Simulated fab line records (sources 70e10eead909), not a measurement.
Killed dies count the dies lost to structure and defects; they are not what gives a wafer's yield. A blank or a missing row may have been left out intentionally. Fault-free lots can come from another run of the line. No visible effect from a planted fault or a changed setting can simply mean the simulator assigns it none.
Which of the tools did it? ; flow nand harc ; Sampling: 14 lots, 42 wafers, 3 of 1302 route steps

WHAT THE GAUGES READ, wafer by wafer
NHARC_END_SORT_01.
lot;measured;on;killed at array;killed at other;killed at periphery;killed dies;killed open;killed short
L784;day 29 12:34;prober-02;672 671 676;4 3 1;1 3 0;677 677 677;3 1 5;3 4 2
L785;day 30 21:41;prober-01;665 669 672;1 1 0;11 7 5;677 677 677;4 5 2;2 2 2

EACH LOT AND THE TOOL THAT RAN IT (in order: tool; ch and the chambers of the sampled wafers; start)
lot;NHARC_P_BONDPAD_PVD_17;NHARC_A_ONON_D1_DEP_12
L772;pvd sputter-02, day 8 03:29 or earlier;pecvd onon-03 ch 0, day 8 03:29
L773;pvd sputter-03, day 8 18:32 or earlier;pecvd onon-03 ch 0, day 8 18:32
L774;pvd sputter-02, day 8 18:37 or earlier;pecvd onon-01 ch 0, day 8 18:37
L775;pvd sputter-02, day 9 13:26 or earlier;pecvd onon-01 ch 0, day 9 13:26
L776;pvd sputter-01, day 9 18:26 or earlier;pecvd onon-03 ch 0, day 9 18:26
L777;pvd sputter-01, day 10 09:22 or earlier;pecvd onon-01 ch 0, day 10 09:22
L778;pvd sputter-03, day 10 09:16 or earlier;pecvd onon-04 ch 0, day 10 09:16
L782;pvd sputter-02, day 12 10:05 or earlier;pecvd onon-04 ch 0, day 12 10:05
L784;pvd sputter-03, day 13 02:09 or earlier;pecvd onon-04, day 13 02:09
L785;pvd sputter-03, day 13 21:44 or earlier;pecvd onon-04, day 13 21:44
L792;pvd sputter-01, day 16 07:38 or earlier;pecvd onon-01 ch 0, day 16 07:38
L791;pvd sputter-01, day 16 07:31 or earlier;pecvd onon-03 ch 0, day 16 07:31
L793;pvd sputter-02, day 16 22:13 or earlier;pecvd onon-03 ch 0, day 16 22:13
L794;pvd sputter-02, day 17 18:26 or earlier;pecvd onon-01 ch 0, day 17 18:26
- NHARC_P_BONDPAD_PVD_17: deposits TaN, target thk 5 nm, time 8.06 s.
- NHARC_A_ONON_D1_DEP_12: target thk 1000 nm.

AS READ BY THE TOOLS THEMSELVES (means over the sampled wafers that have a number; for cases with no such wafer, the mark the record gives instead)
NHARC_P_BONDPAD_PVD_17.
lot;tool;throttle valve pct (%)
L772;pvd sputter-02;30.8
L773;pvd sputter-03;29.4
L774;pvd sputter-02;30.6
L775;pvd sputter-02;30.8
L776;pvd sputter-01;30.7
L777;pvd sputter-01;30.9
L778;pvd sputter-03;29.3
L782;pvd sputter-02;30.2
L784;pvd sputter-03;29.3
L785;pvd sputter-03;29.8
L792;pvd sputter-01;31.1
L791;pvd sputter-01;30.6
L793;pvd sputter-02;30.4
L794;pvd sputter-02;29.7

NHARC_A_ONON_D1_DEP_12.
lot;tool;n2 flow sccm (sccm);n2o flow sccm (sccm)
L772;pecvd onon-03;2755;1995
L773;pecvd onon-03;2738;2002
L774;pecvd onon-01;2740;2000
L775;pecvd onon-01;2761;1994
L776;pecvd onon-03;2757;1998
L777;pecvd onon-01;2757;2005
L778;pecvd onon-04;2740;1997
L782;pecvd onon-04;2747;1998
L784;pecvd onon-04;-;-
L785;pecvd onon-04;-;-
L792;pecvd onon-01;2746;1999
L791;pecvd onon-03;2757;2008
L793;pecvd onon-03;2746;1999
L794;pecvd onon-01;2743;1996

THE ANSWER, worked out from the rows above alone
Rule: what is usual is taken from the lots themselves. Put in order of their means at a reading, lots are off if they are a third of the lots or fewer, leave a main group of 4 or more, and stand apart from it by a gap of 3 or more times the standard deviation of the main group's means; of several such gaps the widest counts. A main group whose means are all the same, to the digits that the tables above print for the reading, isn't used. A lot without any number at a reading at which 4 lots or more have one is off too. The other lots that the step has rows for count as sound. After the gauges, taken in route order, come the tools' own readings; for these a lot's mean is taken, as printed above. The first step at which some lot is off is used, and at that step the reading that is off furthest; a lot without a number counts as furthest.
Off, at NHARC_A_ONON_D1_DEP_12 on n2 flow sccm: L784, L785. Without a number there: L784, L785. The main group has a mean of 2749 sccm with a standard deviation of 7.7.
A tool fits if, at that step or a process step before it, it ran every lot that is off, and no sound lot after the first of them. NHARC_P_BONDPAD_PVD_17 gives no start for some lots, so the hours and the order of its lots are those of NHARC_A_ONON_D1_DEP_12. 2 tools fit, pvd sputter-03 at NHARC_P_BONDPAD_PVD_17 and pecvd onon-04 at NHARC_A_ONON_D1_DEP_12, so this cannot tell which one it is.

WHAT HAD BEEN PUT IN BY THE SIMULATOR
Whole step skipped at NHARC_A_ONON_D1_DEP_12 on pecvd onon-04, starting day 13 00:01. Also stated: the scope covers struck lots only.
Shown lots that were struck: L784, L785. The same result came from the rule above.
